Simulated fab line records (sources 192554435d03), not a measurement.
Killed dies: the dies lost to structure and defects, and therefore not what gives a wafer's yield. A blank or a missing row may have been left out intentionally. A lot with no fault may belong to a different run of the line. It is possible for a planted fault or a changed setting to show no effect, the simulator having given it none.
fab line records ; flow n5Finfet
record: lots: 7; wafers: 21
route steps=1938 shown BEOL_M9@1439 BEOL_M10@1509 BEOL_M11@1560 BEOL_M12@1602
startH: start of the lot's first displayed wafer, in hours after the record's first day ; waitH: hours since the lot's step before ; " as in the row above ; L1.1+2: a single row standing in for several wafers ; - either no value or no given start ; * or withheld: withheld ; < > ~ a bound
route shown NAME@n: a module of which the file shows steps, and the number in the route of the first ; usual: mean/standard deviation taken from wafers without a fault ; same: alike in all rows ; chamber/n: place in a boat ; sites: the reading at each site ; _std_site: their standard deviation ; _edge_site: outer sites' mean less inner sites' ; radiusMm: how far each site lies from the wafer's centre ; mask NAME#n: copy n ; behind: the tool/chamber that last shaped the wafer ; hold: why the lot went on hold/how many hours it stayed there/how the hold came to an end ; device: names the non-switching transistor (n, p or np) ; end of line: the tests these same wafers got at the end of their route ; where a step has no rows: the recipe by itself ; killed: count of dies lost to structure and defects at first sort (not the wafer's yield) ; map: shows each die of a wafer: x if killed, . if not, _ if none is there
set.NAME: the setting the step ran with; set.NAME@STEP: the setting that earlier step ran with ; model.NAME: the simulator's own value behind a step, which no gauge read
lots where settings were altered on purpose, with a table for each step and a row for each wafer
== steps ==
step: N5_BEOL_M9_ETCH_65
recipe: chemistry: CF4; target: SiARC; targetDepthA: 156; maskMaterial: CAR-EUV; timeS: 26; ionEnergyEv: 80; pressureMtorr: 40; sourceW: 545; biasW: 36; Ar_flow_sccm: 100; cf4FlowSccm: 100; ends: cleared
lot.wafer;tool;chamber;startH;waitH;set.cf4FlowSccm
L078.3+6;rieDiel-01;2,3;251.12;0.0;100
L078.4;rieDiel-01;3;251.12;0.0;112.8
L085.2+3;rieDiel-01;3,1;280.81;0.0;100
L085.5;rieDiel-01;3;280.81;0.0;121.9
L084.1+3;rieDiel-01;1,2;288.57;0.0;100
L084.5;rieDiel-01;0;288.57;0.0;90.1
L087.1+2+6;rieDiel-01;1,2,3;313.81;0.0;100
L091.1+3+5;rieDiel-03;0,1,1;332.08;0.0;100
L096.1+5;rieDiel-02;2;343.39;0.0;92.75
L096.4;rieDiel-02;0;343.39;0.0;100
L097.1+4;rieDiel-03;3,0;364.28;0.0;113
L097.2;rieDiel-03;2;364.28;0.0;100
step: N5_BEOL_M9_ETCH_66
recipe: chemistry: N2/H2; target: SOC; targetDepthA: 800; overetchA: 160; maskMaterial: SiARC; tempC: 40; timeS: 120; ionEnergyEv: 200; pressureMtorr: 30; sourceW: 840; biasW: 150; n2FlowSccm: 200; h2FlowSccm: 200
step: N5_BEOL_M9_STRIP_69
recipe: chemistry: N2/H2; tempC: 40; n2FlowSccm: 200; h2FlowSccm: 200; rfFrequencyHz: 6e+07
step: N5_BEOL_M9_STRIP_73
recipe: chemistry: C4F6/O2; resist: SiARC; rfFrequencyHz: 6e+07
step: N5_BEOL_M9_STRIP_36
recipe: chemistry: N2/H2; powerW: 450; tempC: 40; pressureMtorr: 20; rfFrequencyHz: 6e+07; overashFraction: 0.3; biasPowerW: 7; h2Frac: 0.5; n2FlowSccm: 200; h2FlowSccm: 200
step: N5_BEOL_M9_TRENCH_ETCH_37
recipe: chemistry: C4F6/O2; targetDepthA: 1514.3; target: SiCOH_lowk; timeS: 49; ionEnergyEv: 250; pressureMtorr: 30; sourceW: 345; biasW: 185; Ar_flow_sccm: 300; C4F6_flow_sccm: 10; O2_flow_sccm: 10
lot.wafer;tool;chamber;startH;waitH;set.targetThkA@BEOL_M9_HM_DEP_02;model.TiN_of_BEOL_M9_HM_DEP_02.thkNm
L078.3;rieDiel-01;2;-;-;221;18
L078.4;rieDiel-01;3;-;-;200;15.6
L078.6;rieDiel-01;3;-;-;200;15.8
L085.2+5;rieDiel-01;3;-;-;222.5;17.8
L085.3;rieDiel-01;1;-;-;200;15.6
L084.1;rieDiel-01;1;-;-;200;15.8
L084.3+5;rieDiel-01;2,0;-;-;190.7;15
L087.1+2;rieDiel-01;1,2;-;-;200;15.8
L087.6;rieDiel-01;3;-;-;200;16
L091.1;rieDiel-03;0;-;-;200;16
L091.3+5;rieDiel-03;1;-;-;212.7;17.4
L096.1;rieDiel-02;2;-;-;190.6;15.2
L096.4;rieDiel-02;0;-;-;190.6;15
L096.5;rieDiel-02;2;-;-;190.6;14.6
L097.1;rieDiel-03;3;-;-;200;16.2
L097.2;rieDiel-03;2;-;-;200;16
L097.4;rieDiel-03;0;-;-;200;15.6
step: N5_BEOL_M10_VIA_ETCH_34
recipe: chemistry: C4F6/O2; target: SiCOH_lowk; targetDepthA: 1845; maskMaterial: SOC; taperDeg: 4; timeS: 69.2; ionEnergyEv: 250; pressureMtorr: 30; sourceW: 345; biasW: 185; Ar_flow_sccm: 300; C4F6_flow_sccm: 10; O2_flow_sccm: 10
lot.wafer;tool;chamber;startH;waitH;set.timeS;model.etch.depthNm
L078.3;rieDiel-04;0;257.69;0.0;77.83;207
L078.4;rieDiel-04;3;257.69;0.0;69.2;186.9
L078.6;rieDiel-04;2;257.69;0.0;69.2;187.1
L085.2;rieDiel-04;1;288.43;0.0;69.2;181.1
L085.3;rieDiel-04;0;288.43;0.0;61.98;162.1
L085.5;rieDiel-04;3;288.43;0.0;69.2;185.4
L084.1;rieDiel-05;1;299.16;0.0;69.2;186
L084.3;rieDiel-05;1;299.16;0.0;69.2;186.9
L084.5;rieDiel-05;1;299.16;0.0;63.06;170.8
L087.1;rieDiel-04;3;322.76;0.0;69.2;185.6
L087.2;rieDiel-04;1;322.76;0.0;69.2;183.1
L087.6;rieDiel-04;1;322.76;0.0;69.2;183.6
L091.1;rieDiel-06;2;339.25;0.0;78.03;202.9
L091.3;rieDiel-06;3;339.25;0.0;69.2;184.1
L091.5;rieDiel-06;1;339.25;0.0;69.2;191.2
L096.1;rieDiel-05;0;350.70;0.0;69.2;178.7
L096.4;rieDiel-05;1;350.70;0.0;69.2;185.3
L096.5;rieDiel-05;0;350.70;0.0;69.2;179.6
L097.1;rieDiel-04;3;373.32;0.0;65.05;173.6
L097.2;rieDiel-04;0;373.32;0.0;65.05;171.1
L097.4;rieDiel-04;1;373.32;0.0;69.2;181.7
step: N5_BEOL_M10_ETCH_41
recipe: chemistry: CH3F/O2; target: SiCN; targetDepthA: 426; taperDeg: 2; timeS: 86; ionEnergyEv: 120; maskMaterial: TiN; pressureMtorr: 30; sourceW: 395; biasW: 75; Ar_flow_sccm: 150; CH3F_flow_sccm: 30; O2_flow_sccm: 20
usual: rfVppV: 298.1/1.6
lot.wafer;tool;chamber;startH;waitH;set.sourceW;rfVppV
L078.3;rieDiel-04;0;-;-;456.9;280.6
L078.4;rieDiel-04;3;-;-;456.9;283.6
L078.6;rieDiel-04;2;-;-;395;299.0
L085.2;rieDiel-04;1;-;-;375.3;305.3
L085.3;rieDiel-04;0;-;-;395;296.9
L085.5;rieDiel-04;3;-;-;395;298.4
L084.1;rieDiel-05;1;-;-;395;299.5
L084.3;rieDiel-05;1;-;-;360.4;306.6
L084.5;rieDiel-05;1;-;-;360.4;308.3
L087.1;rieDiel-04;3;-;-;395;298.1
L087.2;rieDiel-04;1;-;-;395;299.1
L087.6;rieDiel-04;1;-;-;395;297.4
L091.1;rieDiel-06;2;-;-;429.1;287.3
L091.3;rieDiel-06;3;-;-;429.1;290.8
L091.5;rieDiel-06;1;-;-;395;300.2
L096.1;rieDiel-05;0;-;-;395;298.3
L096.4;rieDiel-05;1;-;-;395;298.8
L096.5;rieDiel-05;0;-;-;395;300.4
L097.1;rieDiel-04;3;-;-;395;295.8
L097.2;rieDiel-04;0;-;-;395;296.5
L097.4;rieDiel-04;1;-;-;395;297.5
step: N5_BEOL_M11_COAT_63
recipe: resist: SOC; tempC: 250; timeS: 60; spinRpm: 1500; resistThkNm: 100
lot.wafer;tool;chamber;startH;waitH;set.spinRpm;model.SOC_of_BEOL_M11_COAT_63.thkNm
L078.3;lithoTrack-03;0;264.95;1.1;1500;100
L078.4;lithoTrack-03;0;264.95;1.1;1500;99.8
L078.6;lithoTrack-03;0;264.95;1.1;1348;105.4
L085.2+3+5;lithoTrack-05;0;295.03;0.6;1500;100.4
L084.1;lithoTrack-03;0;310.63;1.3;1500;100.2
L084.3+5;lithoTrack-03;0;310.63;1.3;1500;100.4
L087.1;lithoTrack-05;0;331.60;1.7;1500;100.4
L087.2+6;lithoTrack-05;0;331.60;1.7;1500;99.8
L091.1;lithoTrack-03;0;346.94;1.8;1500;100.2
L091.3+5;lithoTrack-03;0;346.94;1.8;1665;94.8
L096.1;lithoTrack-05;0;359.89;3.0;1333;105.4
L096.4;lithoTrack-05;0;359.89;3.0;1500;99.4
L096.5;lithoTrack-05;0;359.89;3.0;1500;99.2
L097.1;lithoTrack-03;0;383.50;0.1;1500;100.4
L097.2+4;lithoTrack-03;0;383.50;0.1;1554;98.6
step: N5_BEOL_M11_COAT_22
recipe: resist: CAR-ArF; spinRpm: 1500; resistThkNm: 90
lot.wafer;tool;chamber;startH;waitH;set.spinRpm;model.CAR-ArF_of_BEOL_M11_COAT_22.thkNm
L078.3;lithoTrack-03;0;-;-;1500;90
L078.4;lithoTrack-03;0;-;-;1626;86.4
L078.6;lithoTrack-03;0;-;-;1626;86.2
L085.2+3;lithoTrack-05;0;-;-;1648;86
L085.5;lithoTrack-05;0;-;-;1500;90.4
L084.1;lithoTrack-03;0;-;-;1500;90
L084.3+5;lithoTrack-03;0;-;-;1500;90.2
L087.1+2;lithoTrack-05;0;-;-;1500;90
L087.6;lithoTrack-05;0;-;-;1500;89.6
L091.1;lithoTrack-03;0;-;-;1601;87.2
L091.3;lithoTrack-03;0;-;-;1500;89.8
L091.5;lithoTrack-03;0;-;-;1500;90
L096.1+5;lithoTrack-05;0;-;-;1500;90.2
L096.4;lithoTrack-05;0;-;-;1500;90
L097.1;lithoTrack-03;0;-;-;1500;89.8
L097.2;lithoTrack-03;0;-;-;1378;93.6
L097.4;lithoTrack-03;0;-;-;1378;93.8
step: N5_BEOL_M11_EBR_24
recipe: solvent: PGMEA; ebrWidthMm: 1.5
step: N5_BEOL_M11_SOFTBAKE_23
recipe: tempC: 110; timeS: 60; resist: CAR-ArF
step: N5_BEOL_M11_EXPOSE_25
recipe: maskId: V10; na: 1.35; sourceShape: annular; sigmaInner: 0.5; sigmaOuter: 0.8; polarization: unpolarized; doseMj: 85.5
step: N5_BEOL_M11_PEB_26
recipe: pebTempC: withheld; pebTimeS: 60; resist: CAR-ArF
step: N5_BEOL_M11_DEVELOP_27
recipe: developTimeS: 30; developer: TMAH; resist: CAR-ArF; rinseLiquid: diw; dry: airSpin; devTempC: 23
lot.wafer;tool;chamber;startH;waitH;set.spinRpm@BEOL_M11_COAT_22;model.CAR-ArF_of_BEOL_M11_COAT_22.thkNm
L078.3;lithoTrack-05;0;-;-;1500;88.4
L078.4+6;lithoTrack-05;0;-;-;1626;84.6
L085.2;lithoTrack-04;0;-;-;1648;84.2
L085.3;lithoTrack-04;0;-;-;1648;84.4
L085.5;lithoTrack-04;0;-;-;1500;88.6
L084.1+3;lithoTrack-03;0;-;-;1500;88.4
L084.5;lithoTrack-03;0;-;-;1500;88.6
L087.1;lithoTrack-04;0;-;-;1500;88.4
L087.2;lithoTrack-04;0;-;-;1500;88.2
L087.6;lithoTrack-04;0;-;-;1500;88
L091.1;lithoTrack-05;0;-;-;1601;85.6
L091.3;lithoTrack-05;0;-;-;1500;88
L091.5;lithoTrack-05;0;-;-;1500;88.4
L096.1+5;lithoTrack-04;0;-;-;1500;88.4
L096.4;lithoTrack-04;0;-;-;1500;88.2
L097.1;lithoTrack-05;0;-;-;1500;88.2
L097.2;lithoTrack-05;0;-;-;1378;91.8
L097.4;lithoTrack-05;0;-;-;1378;92
step: N5_BEOL_M11_DESCUM_33
recipe: chemistry: O2; timeS: 7.9; sourcePowerW: 50; biasPowerW: 20; pressureMtorr: 20; rfFrequencyHz: 2.712e+07; tempC: 40; resist: CAR-ArF; o2FlowSccm: 225
step: N5_BEOL_M11_ETCH_65
recipe: chemistry: CF4; target: SiARC; targetDepthA: 390; maskMaterial: CAR-ArF; timeS: 65; ionEnergyEv: 80; pressureMtorr: 40; sourceW: 545; biasW: 36; Ar_flow_sccm: 100; cf4FlowSccm: 100; ends: cleared
step: N5_BEOL_M11_ETCH_66
recipe: chemistry: N2/H2; target: SOC; targetDepthA: 1200; overetchA: 240; maskMaterial: SiARC; tempC: 40; timeS: 180; ionEnergyEv: 200; pressureMtorr: 30; sourceW: 840; biasW: 150; n2FlowSccm: 200; h2FlowSccm: 200
lot.wafer;tool;chamber;startH;waitH;set.spinRpm@BEOL_M11_COAT_63;model.etch.depthNm
L078.3;rieDiel-01;0;265.78;0.0;1500;99.96
L078.4;rieDiel-01;3;265.78;0.0;1500;99.8
L078.6;rieDiel-01;2;265.78;0.0;1348;105.4
L085.2+3+5;rieDiel-01;2,1,0;295.97;0.0;1500;100.5
L084.1;rieDiel-02;3;311.51;0.0;1500;100.2
L084.3;rieDiel-02;0;311.51;0.0;1500;100.4
L084.5;rieDiel-02;3;311.51;0.0;1500;100.3
L087.1;rieDiel-01;2;332.61;0.0;1500;100.3
L087.2;rieDiel-01;1;332.61;0.0;1500;99.81
L087.6;rieDiel-01;2;332.61;0.0;1500;99.77
L091.1;rieDiel-02;0;347.36;0.0;1500;100.2
L091.3;rieDiel-02;3;347.36;0.0;1665;94.77
L091.5;rieDiel-02;2;347.36;0.0;1665;94.81
L096.1;rieDiel-03;3;360.51;0.0;1333;105.4
L096.4;rieDiel-03;0;360.51;0.0;1500;99.32
L096.5;rieDiel-03;3;360.51;0.0;1500;99.12
L097.1;rieDiel-02;0;384.14;0.0;1500;100.4
L097.2+4;rieDiel-02;3,2;384.14;0.0;1554;98.66
step: N5_BEOL_M11_STRIP_69
recipe: chemistry: N2/H2; tempC: 40; n2FlowSccm: 200; h2FlowSccm: 200; rfFrequencyHz: 6e+07
step: N5_BEOL_M11_VIA_ETCH_34
recipe: chemistry: C4F6/O2; target: SiCOH_lowk; targetDepthA: 1845; maskMaterial: SOC; taperDeg: 4; timeS: 69.2; ionEnergyEv: 250; pressureMtorr: 30; sourceW: 345; biasW: 185; Ar_flow_sccm: 300; C4F6_flow_sccm: 10; O2_flow_sccm: 10
lot.wafer;tool;chamber;startH;waitH;set.spinRpm@BEOL_M11_COAT_63;model.SOC_of_BEOL_M11_COAT_63.thkNm
L078.3;rieDiel-01;0;265.91;0.0;1500;91.8
L078.4;rieDiel-01;3;265.91;0.0;1500;91.6
L078.6;rieDiel-01;2;265.91;0.0;1348;97.4
L085.2;rieDiel-01;2;296.09;0.0;1500;92.6
L085.3;rieDiel-01;1;296.09;0.0;1500;92.8
L085.5;rieDiel-01;0;296.09;0.0;1500;92.4
L084.1;rieDiel-02;3;311.63;0.0;1500;91.8
L084.3;rieDiel-02;0;311.63;0.0;1500;92.2
L084.5;rieDiel-02;3;311.63;0.0;1500;92
L087.1;rieDiel-01;2;332.73;0.0;1500;92.4
L087.2;rieDiel-01;1;332.73;0.0;1500;92.2
L087.6;rieDiel-01;2;332.73;0.0;1500;91.8
L091.1;rieDiel-02;0;347.49;0.0;1500;92
L091.3;rieDiel-02;3;347.49;0.0;1665;86.6
L091.5;rieDiel-02;2;347.49;0.0;1665;87
L096.1;rieDiel-03;3;360.63;0.0;1333;98
L096.4;rieDiel-03;0;360.63;0.0;1500;91.2
L096.5;rieDiel-03;3;360.63;0.0;1500;91.6
L097.1;rieDiel-02;0;384.27;0.0;1500;92.2
L097.2;rieDiel-02;3;384.27;0.0;1554;90.2
L097.4;rieDiel-02;2;384.27;0.0;1554;91
step: N5_BEOL_M12_ILD_DEP_00
recipe: material: SiOC; targetThkA: 6589.2; tempC: 350; precursor: DEMS/O2; pressureTorr: 5; rfW: 500; timeS: 130.7
lot.wafer;tool;chamber;startH;waitH;set.timeS;model.SiOC_of_BEOL_M12_ILD_DEP_00.thkNm
L078.3;pecvd-03;0;270.37;0.0;130.7;647.8
L078.4;pecvd-03;2;270.37;0.0;130.7;661.4
L078.6;pecvd-03;1;270.37;0.0;130.7;659
L085.2;pecvd-02;1;298.96;0.0;130.7;648.4
L085.3;pecvd-02;2;298.96;0.0;130.7;653.2
L085.5;pecvd-02;1;298.96;0.0;130.7;663.8
L084.1;pecvd-01;0;315.85;0.0;130.7;644
L084.3;pecvd-01;0;315.85;0.0;139.2;690.6
L084.5;pecvd-01;1;315.85;0.0;139.2;698.4
L087.1;pecvd-02;2;335.92;0.0;130.7;655
L087.2;pecvd-02;1;335.92;0.0;130.7;644.8
L087.6;pecvd-02;0;335.92;0.0;130.7;674.2
L091.1;pecvd-01;0;350.23;0.0;120.1;588.4
L091.3;pecvd-01;2;350.23;0.0;130.7;644.6
L091.5;pecvd-01;0;350.23;0.0;120.1;597
L096.1;pecvd-01;2;363.53;0.0;130.7;640.8
L096.4;pecvd-01;1;363.53;0.0;130.7;648.2
L096.5;pecvd-01;2;363.53;0.0;130.7;649.4
L097.1;pecvd-03;0;388.19;0.0;130.7;668.2
L097.2;pecvd-03;1;388.19;0.0;130.7;649
L097.4;pecvd-03;1;388.19;0.0;130.7;657
step: N5_BEOL_M12_THK_MEAS_01
recipe: reads: SiOC_of_BEOL_M12_ILD_DEP_00
usual: M12_ILD_THK: 652/10
lot.wafer;tool;chamber;startH;waitH;set.timeS@BEOL_M12_ILD_DEP_00;M12_ILD_THK[nm]
L078.3;filmMetro-01;-;270.50;0.1;130.7;648
L078.4;filmMetro-01;-;270.50;0.1;130.7;661
L078.6;filmMetro-01;-;270.50;0.1;130.7;659
L085.2;filmMetro-02;-;299.09;0.1;130.7;649
L085.3;filmMetro-02;-;299.09;0.1;130.7;652
L085.5;filmMetro-02;-;299.09;0.1;130.7;664
L084.1;filmMetro-02;-;316.03;0.1;130.7;644
L084.3;filmMetro-02;-;316.03;0.1;139.2;691
L084.5;filmMetro-02;-;316.03;0.1;139.2;699
L087.1;filmMetro-01;-;336.05;0.1;130.7;655
L087.2;filmMetro-01;-;336.05;0.1;130.7;645
L087.6;filmMetro-01;-;336.05;0.1;130.7;675
L091.1;filmMetro-02;-;350.36;0.1;120.1;588
L091.3;filmMetro-02;-;350.36;0.1;130.7;644
L091.5;filmMetro-02;-;350.36;0.1;120.1;597
L096.1;filmMetro-01;-;363.66;0.1;130.7;640
L096.4;filmMetro-01;-;363.66;0.1;130.7;649
L096.5;filmMetro-01;-;363.66;0.1;130.7;650
L097.1;filmMetro-01;-;388.32;0.1;130.7;668
L097.2;filmMetro-01;-;388.32;0.1;130.7;649
L097.4;filmMetro-01;-;388.32;0.1;130.7;657
step: N5_BEOL_M12_EXPOSE_07
recipe: maskId: V11; na: 0.93; sourceShape: conventional; sigmaOuter: 0.6; polarization: unpolarized; attpsmPhaseDeg: 180; doseMj: 32.5
lot.wafer;tool;chamber;startH;waitH;mask;set.doseMj
L078.3+4+6;krfScanner-01;0;270.65;-;V11#0;32.5
L085.2+5;krfScanner-01;0;299.35;-;V11#0;31.38
L085.3;krfScanner-01;0;299.35;-;V11#0;32.5
L084.1+5;krfScanner-01;0;316.17;-;V11#0;31.23
L084.3;krfScanner-01;0;316.17;-;V11#0;32.5
L087.1+2+6;krfScanner-02;0;336.30;-;V11#0;32.5
L091.1+5;krfScanner-01;0;350.50;-;V11#0;32.5
L091.3;krfScanner-01;0;350.50;-;V11#0;31.69
L096.1;krfScanner-02;0;363.79;-;V11#0;33.99
L096.4+5;krfScanner-02;0;363.79;-;V11#0;32.5
L097.1+2+4;krfScanner-02;0;388.45;-;V11#0;32.5
step: N5_BEOL_M12_PEB_08
recipe: pebTempC: 130; pebTimeS: 90
step: N5_BEOL_M12_DEVELOP_09
recipe: developTimeS: 45; rinseLiquid: diw; dry: airSpin; devTempC: 21
step: N5_BEOL_M12_DESCUM_15
recipe: chemistry: O2; timeS: 7.9; sourcePowerW: 50; biasPowerW: 20; pressureMtorr: 20; rfFrequencyHz: 2.712e+07; tempC: 40; o2FlowSccm: 225
step: N5_BEOL_M12_ETCH_59
recipe: chemistry: N2/H2; target: BARC; targetDepthA: 890; overetchA: 267; timeS: 67.9; ionEnergyEv: 200; pressureMtorr: 30; sourceW: 840; biasW: 150; n2FlowSccm: 200; h2FlowSccm: 200
step: N5_BEOL_M12_VIA_ETCH_16
recipe: chemistry: C4F8/O2/Ar; target: SiOC; pressureMtorr: 30; sourceW: 3000; biasW: 700; Ar_flow_sccm: 400; C4F8_flow_sccm: 15; O2_flow_sccm: 8; heInnerTorr: 15; heOuterTorr: 30; targetDepthA: 7248; timeS: withheld; ionEnergyEv: 250; ends: cleared
lot.wafer;tool;chamber;startH;waitH;set.timeS@BEOL_M12_ILD_DEP_00;model.etch.depthNm;model.coat_of_BEOL_M12_COAT_04.thkNm
L078.3;rieDiel-06;2;270.98;0.0;*;647.7;128
L078.4;rieDiel-06;3;270.98;0.0;*;661.3;125
L078.6;rieDiel-06;1;270.98;0.0;*;659;120.2
L085.2;rieDiel-06;2;299.69;0.0;*;648.5;126.4
L085.3;rieDiel-06;3;299.69;0.0;*;653.2;125.4
L085.5;rieDiel-06;0;299.69;0.0;*;663.8;123.8
L084.1;rieDiel-06;3;316.51;0.0;*;644.1;129
L084.3;rieDiel-06;0;316.51;0.0;*;690.6;118
L084.5;rieDiel-06;2;316.51;0.0;*;698.5;113.6
L087.1;rieDiel-06;3;336.73;0.0;*;655;125
L087.2;rieDiel-06;1;336.73;0.0;*;644.8;124.4
L087.6;rieDiel-06;3;336.73;0.0;*;674.2;119.4
L091.1;rieDiel-04;2;351.13;0.0;*;588.4;142.6
L091.3;rieDiel-04;0;351.13;0.0;*;644.7;126
L091.5;rieDiel-04;0;351.13;0.0;*;597;139.8
L096.1;rieDiel-04;3;364.14;0.0;*;640.9;126.8
L096.4;rieDiel-04;0;364.14;0.0;*;648.3;125.4
L096.5;rieDiel-04;0;364.14;0.0;*;649.3;124.2
L097.1;rieDiel-05;0;388.80;0.0;*;668.2;121.6
L097.2;rieDiel-05;3;388.80;0.0;*;648.9;126
L097.4;rieDiel-05;2;388.80;0.0;*;657;125
step: N5_BEOL_M12_STRIP_63
recipe: chemistry: N2/H2; powerW: 1000; tempC: 250; h2Frac: 0.65; overashFraction: 0.3; pressureMtorr: 1000; n2FlowSccm: 1750; h2FlowSccm: 3250
usual: stripTimeToEndpointS: 43.1/0.96
lot.wafer;tool;chamber;startH;waitH;set.timeS@BEOL_M12_ILD_DEP_00;stripTimeToEndpointS
L078.3;plasmaAsher-01;0;271.21;-;130.7;43.8
L078.4;plasmaAsher-01;1;271.21;-;130.7;43.0
L078.6;plasmaAsher-01;1;271.21;-;130.7;41.8
L085.2;plasmaAsher-01;0;299.89;-;130.7;43.4
L085.3;plasmaAsher-01;1;299.89;-;130.7;43.2
L085.5;plasmaAsher-01;0;299.89;-;130.7;42.7
L084.1;plasmaAsher-01;1;316.71;-;130.7;44.1
L084.3;plasmaAsher-01;0;316.71;-;139.2;41.2
L084.5;plasmaAsher-01;0;316.71;-;139.2;39.9
L087.1;plasmaAsher-01;1;336.92;-;130.7;43.0
L087.2;plasmaAsher-01;0;336.92;-;130.7;42.9
L087.6;plasmaAsher-01;1;336.92;-;130.7;41.5
L091.1;plasmaAsher-02;1;351.33;-;120.1;47.7
L091.3;plasmaAsher-02;0;351.33;-;130.7;43.3
L091.5;plasmaAsher-02;0;351.33;-;120.1;47.0
L096.1;plasmaAsher-02;1;364.34;-;130.7;43.5
L096.4;plasmaAsher-02;0;364.34;-;130.7;43.1
L096.5;plasmaAsher-02;0;364.34;-;130.7;42.8
L097.1;plasmaAsher-02;1;389.00;-;130.7;42.1
L097.2;plasmaAsher-02;0;389.00;-;130.7;43.3
L097.4;plasmaAsher-02;1;389.00;-;130.7;43.0
== key ==
split: step: N5_BEOL_M9_ETCH_65; setting: cf4FlowSccm; stated: 100; by: wafer
response none clear
split: step: N5_BEOL_M10_VIA_ETCH_34; setting: timeS; stated: 69.2; by: wafer
response: step: N5_BEOL_M10_VIA_ETCH_34; reading: model.etch.depthNm; change: +1.58; per: 1%; r: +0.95
split: step: N5_BEOL_M10_ETCH_41; setting: sourceW; stated: 395; by: wafer
response: step: N5_BEOL_M10_ETCH_41; reading: rfVppV; change: -1.11; per: 1%; r: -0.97
split: step: N5_BEOL_M11_COAT_63; setting: spinRpm; stated: 1500; by: wafer
response: step: N5_BEOL_M11_COAT_63; reading: model.SOC_of_BEOL_M11_COAT_63.thkNm; change: -0.526; per: 1%; r: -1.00
response: step: N5_BEOL_M11_ETCH_66; reading: model.etch.depthNm; change: -0.528; per: 1%; r: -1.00
response: step: N5_BEOL_M11_VIA_ETCH_34; reading: model.SOC_of_BEOL_M11_COAT_63.thkNm; change: -0.539; per: 1%; r: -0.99
split: step: N5_BEOL_M11_COAT_22; setting: spinRpm; stated: 1500; by: wafer
response: step: N5_BEOL_M11_COAT_22; reading: model.CAR-ArF_of_BEOL_M11_COAT_22.thkNm; change: -0.445; per: 1%; r: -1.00
response: step: N5_BEOL_M11_DEVELOP_27; reading: model.CAR-ArF_of_BEOL_M11_COAT_22.thkNm; change: -0.436; per: 1%; r: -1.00
split: step: N5_BEOL_M12_ILD_DEP_00; setting: timeS; stated: 130.7; by: wafer
response: step: N5_BEOL_M12_ILD_DEP_00; reading: model.SiOC_of_BEOL_M12_ILD_DEP_00.thkNm; change: +6.93; per: 1%; r: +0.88
response: step: N5_BEOL_M12_THK_MEAS_01; reading: M12_ILD_THK; change: +6.97; per: 1%; r: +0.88
response: step: N5_BEOL_M12_VIA_ETCH_16; reading: model.etch.depthNm; change: +6.94; per: 1%; r: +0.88
response: step: N5_BEOL_M12_VIA_ETCH_16; reading: model.coat_of_BEOL_M12_COAT_04.thkNm; change: -1.94; per: 1%; r: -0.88
response: step: N5_BEOL_M12_STRIP_63; reading: stripTimeToEndpointS; change: *; per: 1%; r: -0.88
split: step: N5_BEOL_M12_EXPOSE_07; setting: doseMj; stated: 32.5; by: wafer
response none clear
split outsideThisFile step=N5_BEOL_M9_HM_DEP_02 setting=targetThkA
split outsideThisFile: this setting was split too, and the file shows its column; the key of that split is in another file
